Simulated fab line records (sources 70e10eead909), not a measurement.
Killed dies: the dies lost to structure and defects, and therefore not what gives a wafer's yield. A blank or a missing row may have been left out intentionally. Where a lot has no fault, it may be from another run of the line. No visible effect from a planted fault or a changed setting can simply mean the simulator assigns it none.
fab line records	flow nand-harc
record lots=7	wafers=21	last-day=25
route steps=1159 shown A_CHANNEL_FILL_D1@492 END@1159
lots that met no fault: from a run of the same line without faults
start-h: start of the lot's first displayed wafer, in hours after the record's first day	wait-h: hours since the lot's step before	" same as the row above	L1.1+2: several wafers, shown together as one row	- no value, or no start given	* or withheld: withheld	< > ~ a bound
route shown NAME@n: NAME is a module with steps in the file, n the number in the route of the first one	usual: mean/standard deviation of fault-free wafers	same: alike in all rows	chamber/n: place in a boat	sites: readings site by site	_std_site: the standard deviation of these	_edge_site: outer sites' mean less inner sites'	radius-mm: how far each site lies from the wafer's centre	mask NAME#n: copy n	behind: the tool/chamber that last shaped the wafer	hold: reason for holding the lot/hours on hold/outcome of the hold	device: the transistor (n, p or np) that didn't switch	end of line: the same wafers' tests at the end of the route	a step given without rows: its recipe and nothing more	killed: at the first sort, the dies lost to defects and structure; wafer yield is something else	map: a wafer's dies, marking killed ones x, the rest . and places with no die _
set.NAME: the setting as run; set.NAME@STEP: as run at that earlier step	model.NAME: the simulator's own value behind a step, which no gauge read
lots at some steps of the route; a table a step, a row a wafer
services: the hour from which a tool's chamber was out of use, counted from the record's first day as start-h (under 0 if before that day), plus the number of hours and why
## steps
# step NHARC_A_CHANNEL_FILL_D1_ALD_02
# recipe target-thk-a=60	pulse-time-s=10	ald-cycles=60	temp-c=300	material=SiO2
# usual heater-power-w=471/51	precursor-pulse-height-rel=1.000/0.018
lot.wafer	tool	chamber	start-h	wait-h	heater-power-w	precursor-pulse-height-rel	since-wet-clean-h
L370.3	ald-hk-01	0	201.46	-	489	1.001	140
L370.4	"	3	"	"	452	1.033	140
L370.5	"	0	"	"	478	1.019	-
L377.3	ald-hk-01	2	243.62	-	515	0.991	4
L377.2	"	3	"	"	457	1.012	4
L377.4	"	0	"	"	499	0.977	4
L381.3	ald-hk-02	1	273.71	-	534	0.977	162
L381.5	"	2	"	"	563	1.031	-
L381.6	"	3	"	"	507	0.984	-
L378.3	ald-hk-04	3	273.81	-	471	1.001	72
L378.1	"	0	"	"	479	1.004	72
L378.4	"	2	"	"	471	1.003	72
L384.3	ald-hk-01	1	286.07	-	392	1.004	46
L384.2	"	2	"	"	497	1.009	46
L384.1	"	0	"	"	491	1.007	46
L385.2	ald-hk-01	0	291.19	-	497	1.013	51
L385.6	"	1	"	"	395	1.008	-
L385.5	"	2	"	"	523	1.036	-
L390.2	ald-hk-01	1	323.77	-	385	0.971	84
L390.6	"	1	"	"	379	0.983	-
L390.5	"	2	"	"	514	1.000	-
# step NHARC_A_CHANNEL_FILL_D1_ALD_03
# recipe target-thk-a=60	pulse-time-s=60	ald-cycles=58	temp-c=630	pressure-torr=2	material=SiNx
# step NHARC_A_CHANNEL_FILL_D1_ALD_14
# recipe target-thk-a=25	pulse-time-s=10	ald-cycles=25	temp-c=300	material=SiO2
# usual heater-power-w=475/46	precursor-pulse-height-rel=0.997/0.02
lot.wafer	tool	chamber	start-h	wait-h	heater-power-w	precursor-pulse-height-rel	since-wet-clean-h
L370.3	ald-hk-01	3	208.45	0.0	455	0.992	147
L370.4	"	1	"	"	389	0.999	147
L370.5	"	3	"	"	468	1.023	-
L377.3	ald-hk-01	0	250.65	0.0	492	1.027	11
L377.2	"	2	"	"	504	0.997	11
L377.4	"	3	"	"	454	0.953	11
L378.1	ald-hk-01	3	280.93	0.5	458	0.977	41
L378.3	"	0	"	"	497	0.970	41
L378.4	"	2	"	"	506	0.987	41
L381.3	ald-hk-01	1	281.27	0.8	386	1.007	41
L381.5	"	2	"	"	514	0.998	-
L381.6	"	3	"	"	456	0.972	-
L384.1	ald-hk-04	3	293.10	0.1	459	1.012	91
L384.2	"	0	"	"	484	0.977	92
L384.3	"	1	"	"	402	1.011	92
L385.2	ald-hk-01	3	297.37	0.2	450	0.939	57
L385.6	"	0	"	"	500	0.996	-
L385.5	"	1	"	"	387	1.016	-
L390.2	ald-hk-04	3	330.82	0.1	471	0.997	129
L390.5	"	2	"	"	477	1.027	-
L390.6	"	3	"	"	469	0.999	-
# step NHARC_A_CHANNEL_FILL_D1_ALD_15
# recipe target-thk-a=20	pulse-time-s=60	ald-cycles=19	temp-c=630	pressure-torr=2	material=SiNx
# step NHARC_A_CHANNEL_FILL_D1_ALD_16
# recipe target-thk-a=15	pulse-time-s=10	ald-cycles=15	temp-c=300	material=SiO2
# usual heater-power-w=480/49	precursor-pulse-height-rel=0.998/0.02
lot.wafer	tool	chamber	start-h	wait-h	heater-power-w	precursor-pulse-height-rel	since-wet-clean-h
L370.3	ald-hk-01	0	213.66	0.1	478	1.004	152
L370.4	"	1	"	"	390	1.000	152
L370.5	"	3	"	"	453	1.010	-
L377.4	ald-hk-02	1	255.85	0.0	532	0.990	144
L377.3	"	2	"	"	578	0.997	144
L377.2	"	0	"	"	462	0.978	144
L381.3	ald-hk-04	0	286.19	0.1	486	1.010	85
L381.6	"	1	"	"	414	0.951	-
L381.5	"	2	"	"	475	1.011	-
L378.3	ald-hk-04	3	286.27	0.2	468	1.001	85
L378.4	"	0	"	"	487	0.988	85
L378.1	"	1	"	"	403	0.996	85
L384.3	ald-hk-02	2	298.27	0.0	554	0.986	8
L384.2	"	3	"	"	469	1.041	8
L384.1	"	1	"	"	537	0.999	8
L385.2	ald-hk-02	3	302.56	0.1	465	1.000	13
L385.5	"	0	"	"	451	1.009	-
L385.6	"	1	"	"	547	1.017	-
L390.2	ald-hk-02	3	336.01	0.1	468	0.992	46
L390.5	"	3	"	"	457	0.990	-
L390.6	"	0	"	"	455	1.011	-
# step NHARC_A_CHANNEL_FILL_D1_ANNEAL_17
# recipe temp-c=850	time-s=1800
# step NHARC_A_CHANNEL_FILL_D1_CVD_18
# recipe target-thk-a=30	temp-c=550	material=poly-Si
# step NHARC_A_CHANNEL_FILL_D1_ETCHBACK_19
# recipe target-depth-a=50	time-s=1.7	hbr-flow-sccm=150	cl2-flow-sccm=50	rf-w=400	icp-w=400	bias-w=100	chemistry=HBr/Cl2
# usual drypump-motor-current-A=5.9/0.39	hbr-flow-sccm=150.0/0.4	he-backside-leak-sccm=2.7/0.33	oes-product-au=0.998/0.011	throttle-valve-pct=26.406/0.0094
lot.wafer	tool	chamber	start-h	wait-h	drypump-motor-current-A	hbr-flow-sccm	he-backside-leak-sccm	oes-product-au	rf-hours-counter-h	throttle-valve-pct
L370.3	rie-si-01	0	225.25	0.4	5.3	150.2	2.4	0.999	0.7	26.411
L370.4	"	3	"	"	6.4	150.0	2.7	0.985	0.7	26.423
L370.5	"	0	"	"	5.3	149.6	2.5	1.017	-	26.407
L377.3	rie-si-01	0	267.72	0.4	5.3	149.6	2.6	0.999	1.1	26.402
L377.4	"	2	"	"	6.5	150.2	2.7	0.998	1.2	26.405
L377.2	"	3	"	"	6.4	149.5	2.8	0.997	1.0	26.404
L378.3	rie-si-03	3	297.99	0.4	6.2	150.6	2.5	0.999	1.4	26.388
L378.1	"	0	"	"	5.5	149.4	2.8	0.988	1.4	26.406
L378.4	"	1	"	"	5.3	149.8	3.0	0.985	1.4	26.411
L381.3	rie-si-06	1	298.00	0.4	5.3	149.5	2.8	1.005	0.9	26.413
L381.6	"	3	"	"	5.9	150.0	2.5	1.019	-	26.401
L381.5	"	0	"	"	6.2	150.1	2.8	1.002	-	26.403
L384.1	rie-si-03	3	310.34	0.4	6.2	150.1	2.3	0.998	1.5	26.423
L384.3	"	1	"	"	5.3	149.9	2.9	0.993	1.5	26.408
L384.2	"	2	"	"	6.2	150.0	2.9	0.995	1.4	26.407
L385.2	rie-si-06	1	314.10	0.4	5.4	150.6	2.6	1.002	1.1	26.388
L385.5	"	3	"	"	5.9	150.4	2.4	1.012	-	26.413
L385.6	"	0	"	"	6.2	149.8	2.7	0.985	-	26.409
L390.2	rie-si-03	1	347.89	0.4	5.3	149.8	3.0	1.020	0.0	26.412
L390.6	"	1	"	"	5.3	149.4	2.9	1.019	-	26.407
L390.5	"	2	"	"	6.2	150.1	2.7	1.033	-	26.398
# step NHARC_A_CHANNEL_FILL_D1_ETCHBACK_20
# recipe target-depth-a=270	time-s=13.5	c4f8-flow-sccm=withheld	o2-flow-sccm=8	ar-flow-sccm=withheld	rf-w=600	bias-w=1500	chemistry=C4F8/O2/Ar
# step NHARC_A_CHANNEL_FILL_D1_STRIP_28
# recipe time-s=20	o2-flow-sccm=500	ar-flow-sccm=0	bias-w=0	chemistry=O2
# usual drypump-motor-current-A=5.6/0.63	oes-product-au=1.001/0.014	rf-vpp-V=57.9/0.91	showerhead-plenum-p-Torr=3.57/0.14	throttle-valve-pct=17.036/0.0081
lot.wafer	tool	chamber	start-h	wait-h	drypump-motor-current-A	oes-product-au	rf-hours-counter-h	rf-vpp-V	showerhead-plenum-p-Torr	throttle-valve-pct
L370.3	rie-diel-03	2	225.50	0.1	6.0	1.007	0	57.9	3.53	17.037
L370.5	"	1	"	"	5.4	0.999	-	56.8	3.53	17.044
L370.4	"	2	"	"	6.0	0.999	-	57.3	3.53	17.036
L377.4	rie-diel-13	0	267.95	0.1	5.7	0.986	22	56.9	3.29	17.035
L377.2	"	1	"	"	5.6	1.006	30	58.6	3.69	17.040
L377.3	"	2	"	"	5.8	0.989	26	57.8	3.50	17.033
L381.3	rie-diel-12	2	298.20	0.1	4.7	1.014	2	58.8	3.50	17.033
L381.5	"	0	"	"	5.1	1.036	-	57.7	3.64	17.021
L381.6	"	1	"	"	5.2	0.995	-	58.6	3.68	17.041
L378.4	rie-diel-03	3	298.21	0.1	6.8	1.024	4	57.1	3.40	17.035
L378.1	"	0	"	"	4.8	0.984	2	58.1	3.32	17.041
L378.3	"	1	"	"	5.4	0.991	2	57.9	3.52	17.031
L384.3	rie-diel-03	2	310.56	0.1	6.0	0.999	4	57.5	3.53	17.029
L384.2	"	3	"	"	6.9	1.026	4	58.6	3.40	17.046
L384.1	"	0	"	"	4.8	0.994	2	57.5	3.33	17.026
L385.2	rie-diel-13	2	314.30	0.1	5.9	1.017	8	58.4	3.50	17.038
L385.6	"	1	"	"	5.6	0.981	-	58.2	3.68	17.033
L385.5	"	2	"	"	5.8	1.010	-	57.4	3.50	17.021
L390.2	rie-diel-12	1	348.11	0.1	5.3	0.988	3	57.0	3.68	17.036
L390.5	"	3	"	"	6.2	0.989	-	58.8	3.80	17.016
L390.6	"	0	"	"	5.1	1.014	-	58.1	3.64	17.040
# step NHARC_A_CHANNEL_FILL_D1_PRECLEAN_21
# recipe time-s=30	chemistry=dHF
# step NHARC_A_CHANNEL_FILL_D1_SRD_23
# step NHARC_A_CHANNEL_FILL_D1_CVD_05
# recipe target-thk-a=50	temp-c=550	material=poly-Si
# usual spike-tc-bottom-C=570.4/1.5	spike-tc-centre-C=551.2/1.1	zone-power-centre-pct=7.4/0.43
lot.wafer	tool	chamber	start-h	wait-h	spike-tc-bottom-C	spike-tc-centre-C	zone-power-centre-pct
L370.3	lpcvd-poly-03	0	227.96	2.3	571.7	550.5	7.1
L370.4	"	0	"	"	572.1	552.0	7.0
L370.5	"	0	"	"	572.7	551.3	7.0
L377.2	lpcvd-poly-01	-	270.49	2.4	-	-	-
L377.3	"	-	"	"	-	-	-
L377.4	"	-	"	"	-	-	-
L378.1	lpcvd-poly-01	-	300.74	2.4	-	-	-
L378.3	"	-	"	"	-	-	-
L378.4	"	-	"	"	-	-	-
L381.3	lpcvd-poly-01	-	300.74	2.4	-	-	-
L381.5	"	-	"	"	-	-	-
L381.6	"	-	"	"	-	-	-
L384.1	lpcvd-poly-01	0	313.11	2.4	568.5	550.4	7.9
L384.2	"	0	"	"	567.5	550.9	7.9
L384.3	"	0	"	"	570.0	551.4	7.9
L385.2	lpcvd-poly-03	0	316.67	2.3	571.9	551.8	7.1
L385.5	"	0	"	"	571.7	551.8	7.0
L385.6	"	0	"	"	569.7	552.0	7.0
L390.2	lpcvd-poly-01	0	350.65	2.4	568.6	548.8	7.9
L390.5	"	0	"	"	569.1	551.7	7.8
L390.6	"	0	"	"	571.2	550.7	7.8
# step NHARC_A_CHANNEL_FILL_D1_ANNEAL_22
# recipe temp-c=620	time-s=7200
# step NHARC_END_SORT_01
# recipe temp-c=25
# usual killed-at-array=29/10	killed-at-other=0.7/1.1	killed-at-periphery=3.3/2.4	killed-dies=33/11	killed-open=3.3/2	killed-short=1.9/1.3
# same gross-dies=677
lot.wafer	tool	chamber	start-h	wait-h	killed-at-array	killed-at-other	killed-at-periphery	killed-dies	killed-open	killed-short
L377.2	prober-01	0	506.69	2.8	673	1	3	677	8	2
L377.3	prober-01	0	507.50	3.1	676	0	1	677	5	0
L377.4	prober-01	0	508.30	3.4	674	0	3	677	4	4
L378.1	prober-01	0	549.56	2.5	673	0	4	677	6	2
L378.3	prober-01	0	551.17	3.1	673	1	3	677	2	3
L378.4	prober-01	0	551.97	3.4	667	5	5	677	2	0
L381.3	prober-02	0	551.11	3.1	667	2	8	677	2	3
L381.5	prober-02	0	552.70	3.7	669	5	3	677	1	3
L381.6	prober-02	0	553.50	4.0	671	0	6	677	6	0
# killed by level:class
L377.2 A_CHANNEL_FILL_D1:area-cvd=633 A_CHANNEL_HOLE_D1:chamber-film-flake=21 A_CONTACT:chamber-film-flake=6 A_CONTACT:geometric-particle:open=4 A_STAIRCASE:chamber-film-flake=4 P_ZERO_WELL:chamber-film-flake=2 P_CONTACT:geometric-particle:open=1 A_ONON_D1:geometric-particle:open=1
L377.3 A_CHANNEL_FILL_D1:area-cvd=643 A_CHANNEL_HOLE_D1:chamber-film-flake=18 A_STAIRCASE:chamber-film-flake=5 A_CONTACT:chamber-film-flake=5 A_CHANNEL_FILL_D1:geometric-particle:open=2 A_CONTACT:geometric-particle:open=2 A_ONON_D1:geometric-particle:open=1 P_STI:chamber-film-flake=1
L377.4 A_CHANNEL_FILL_D1:area-cvd=643 A_CHANNEL_HOLE_D1:chamber-film-flake=18 A_STAIRCASE:chamber-film-flake=4 A_M0:geometric-particle:open=2 P_M0:geometric-particle:short=1 A_ONON_D1:geometric-particle:open=1 A_ONON_D1:geometric-particle:short=1 A_CHANNEL_HOLE_D1:geometric-particle:short=1
L378.1 A_CHANNEL_FILL_D1:area-cvd=638 A_CHANNEL_HOLE_D1:chamber-film-flake=13 A_SLIT:chamber-film-flake=13 A_ONON_D1:geometric-particle:open=3 A_WL_FILL:geometric-particle:short=2 P_M0:geometric-particle:open=1 A_CHANNEL_FILL_D1:geometric-particle:open=1 A_M1:geometric-particle:open=1
L381.3 A_CHANNEL_FILL_D1:area-cvd=638 A_CHANNEL_HOLE_D1:chamber-film-flake=23 P_GATE:chamber-film-flake=2 P_CONTACT:chamber-film-flake=2 A_STAIRCASE:chamber-film-flake=2 THIN_TSV:chamber-film-flake=2 P_GATE:geometric-particle:open=1 P_CONTACT:geometric-particle:short=1
L378.3 A_CHANNEL_FILL_D1:area-cvd=636 A_SLIT:chamber-film-flake=19 A_CHANNEL_HOLE_D1:chamber-film-flake=11 A_M1:geometric-particle:short=2 A_CONTACT:chamber-film-flake=2 P_M0:geometric-particle:open=1 A_CHANNEL_FILL_D1:geometric-particle:short=1 A_CHANNEL_FILL_D1:geometric-particle:open=1
L378.4 A_CHANNEL_FILL_D1:area-cvd=632 A_CHANNEL_HOLE_D1:chamber-film-flake=13 A_SLIT:chamber-film-flake=11 A_CONTACT:chamber-film-flake=9 THIN_TSV:chamber-film-flake=5 P_M1:chamber-film-flake=2 P_CONTACT:geometric-particle:open=1 A_CONTACT:geometric-particle:open=1
L381.5 A_CHANNEL_FILL_D1:area-cvd=640 A_CHANNEL_HOLE_D1:chamber-film-flake=16 A_STAIRCASE:chamber-film-flake=6 THIN_TSV:chamber-film-flake=5 A_CONTACT:chamber-film-flake=3 A_M1:geometric-particle:short=2 P_GATE:chamber-film-flake=2 A_ONON_D1:geometric-particle:short=1
L381.6 A_CHANNEL_FILL_D1:area-cvd=645 A_CHANNEL_HOLE_D1:chamber-film-flake=14 A_CONTACT:chamber-film-flake=5 A_ONON_D1:geometric-particle:open=2 P_M1:chamber-film-flake=2 A_ZERO_WELL:chamber-film-flake=2 P_GATE:geometric-particle:open=1 P_M1:geometric-particle:open=1
# map L377.2 (x killed, . not)
____________x____________
_________xxxxxxx_________
_______xxxxxxxxxxx_______
______xxxxxxxxxxxxx______
_____xxxxxxxxxxxxxxx_____
____xxxxxxxxxxxxxxxxx____
____xxxxxxxxxxxxxxxxx____
___xxxxxxxxxxxxxxxxxxx___
___xxxxxxxxxxxxxxxxxxx___
__xxxxxxxxxxxxxxxxxxxxx__
__xxxxxxxxxxxxxxxxxxxxx__
_xxxxxxxxxxxxxxxxxxxxxxx_
_xxxxxxxxxxxxxxxxxxxxxxx_
_xxxxxxxxxxxxxxxxxxxxxxx_
_xxxxxxxxxxxxxxxxxxxxxxx_
_xxxxxxxxxxxxxxxxxxxxxxx_
xxxxxxxxxxxxxxxxxxxxxxxxx
xxxxxxxxxxxxxxxxxxxxxxxxx
xxxxxxxxxxxxxxxxxxxxxxxxx
xxxxxxxxxxxxxxxxxxxxxxxxx
xxxxxxxxxxxxxxxxxxxxxxxxx
_xxxxxxxxxxxxxxxxxxxxxxx_
_xxxxxxxxxxxxxxxxxxxxxxx_
_xxxxxxxxxxxxxxxxxxxxxxx_
_xxxxxxxxxxxxxxxxxxxxxxx_
_xxxxxxxxxxxxxxxxxxxxxxx_
__xxxxxxxxxxxxxxxxxxxxx__
__xxxxxxxxxxxxxxxxxxxxx__
___xxxxxxxxxxxxxxxxxxx___
___xxxxxxxxxxxxxxxxxxx___
____xxxxxxxxxxxxxxxxx____
____xxxxxxxxxxxxxxxxx____
_____xxxxxxxxxxxxxxx_____
______xxxxxxxxxxxxx______
_______xxxxxxxxxxx_______
_________xxxxxxx_________
____________x____________
# map L378.1 (x killed, . not)
____________x____________
_________xxxxxxx_________
_______xxxxxxxxxxx_______
______xxxxxxxxxxxxx______
_____xxxxxxxxxxxxxxx_____
____xxxxxxxxxxxxxxxxx____
____xxxxxxxxxxxxxxxxx____
___xxxxxxxxxxxxxxxxxxx___
___xxxxxxxxxxxxxxxxxxx___
__xxxxxxxxxxxxxxxxxxxxx__
__xxxxxxxxxxxxxxxxxxxxx__
_xxxxxxxxxxxxxxxxxxxxxxx_
_xxxxxxxxxxxxxxxxxxxxxxx_
_xxxxxxxxxxxxxxxxxxxxxxx_
_xxxxxxxxxxxxxxxxxxxxxxx_
_xxxxxxxxxxxxxxxxxxxxxxx_
xxxxxxxxxxxxxxxxxxxxxxxxx
xxxxxxxxxxxxxxxxxxxxxxxxx
xxxxxxxxxxxxxxxxxxxxxxxxx
xxxxxxxxxxxxxxxxxxxxxxxxx
xxxxxxxxxxxxxxxxxxxxxxxxx
_xxxxxxxxxxxxxxxxxxxxxxx_
_xxxxxxxxxxxxxxxxxxxxxxx_
_xxxxxxxxxxxxxxxxxxxxxxx_
_xxxxxxxxxxxxxxxxxxxxxxx_
_xxxxxxxxxxxxxxxxxxxxxxx_
__xxxxxxxxxxxxxxxxxxxxx__
__xxxxxxxxxxxxxxxxxxxxx__
___xxxxxxxxxxxxxxxxxxx___
___xxxxxxxxxxxxxxxxxxx___
____xxxxxxxxxxxxxxxxx____
____xxxxxxxxxxxxxxxxx____
_____xxxxxxxxxxxxxxx_____
______xxxxxxxxxxxxx______
_______xxxxxxxxxxx_______
_________xxxxxxx_________
____________x____________
## services
tool	chamber	start-h	hours	kind
rie-si-06	-	183.00	9.0	pm
ald-hk-04	-	187.94	3.7	repair
rie-si-03	0	191.66	1.7	repair
ald-hk-04	-	191.68	10.0	pm
rie-diel-13	3	195.00	8.4	repair
rie-diel-12	-	202.40	9.0	pm
rie-diel-03	-	215.30	9.0	pm
rie-diel-12	0	224.38	5.6	repair
ald-hk-01	-	229.98	10.0	pm
ald-hk-01	0	229.98	10.0	vent-cycle
ald-hk-01	1	229.98	10.0	vent-cycle
rie-diel-13	2	230.15	8.7	repair
ald-hk-04	-	236.03	0.8	repair
rie-diel-03	3	253.44	1.3	repair
rie-diel-13	-	276.03	9.0	pm
rie-diel-12	-	277.55	20.0	repair
rie-si-06	1	282.13	1.9	repair
rie-si-01	1	295.23	4.4	repair
rie-si-01	-	304.00	9.0	pm
rie-si-01	-	318.45	0.8	repair
rie-diel-12	-	329.89	0.6	repair
rie-diel-13	1	330.24	9.6	repair
rie-si-03	-	332.00	9.0	pm
rie-si-06	-	341.80	0.5	repair
## key
first-sign step=NHARC_A_CHANNEL_FILL_D1_CVD_05	reading=tool-record	direction=missing
effect step=NHARC_END_SORT_01	reading=killed-at-array	direction=up	sigmas=63	usual=29	struck=671
more-kills-born-at NHARC_A_CHANNEL_FILL_D1_CVD_05@lpcvd-poly-01=5747
met-at NHARC_A_CHANNEL_FILL_D1_CVD_05
struck-wafers L377.2,L377.3,L377.4,L378.1,L378.3,L378.4,L381.3,L381.5,L381.6
later-rows-left-out L377.2,L377.3,L377.4,L378.1,L378.3,L378.4,L381.3,L381.5,L381.6
tester-left-out L377,L378,L381
fault kind=skipped-step-whole	tool=lpcvd-poly-01	chamber=-	onset-h=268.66	steps=NHARC_A_CHANNEL_FILL_D1_CVD_05	scope=struck-lots-only
# tester-left-out: of these lots the tester's yield and bins aren't shown, on N5 and GAA mostly nor the transistor test; their killed dies are dies lost to structure and defects alone, not to doping, threshold or leakage, so they don't give the yield
# later-rows-left-out: the simulator's readings of these wafers behind a module that went badly wrong aren't trusted and aren't shown, but for the sort
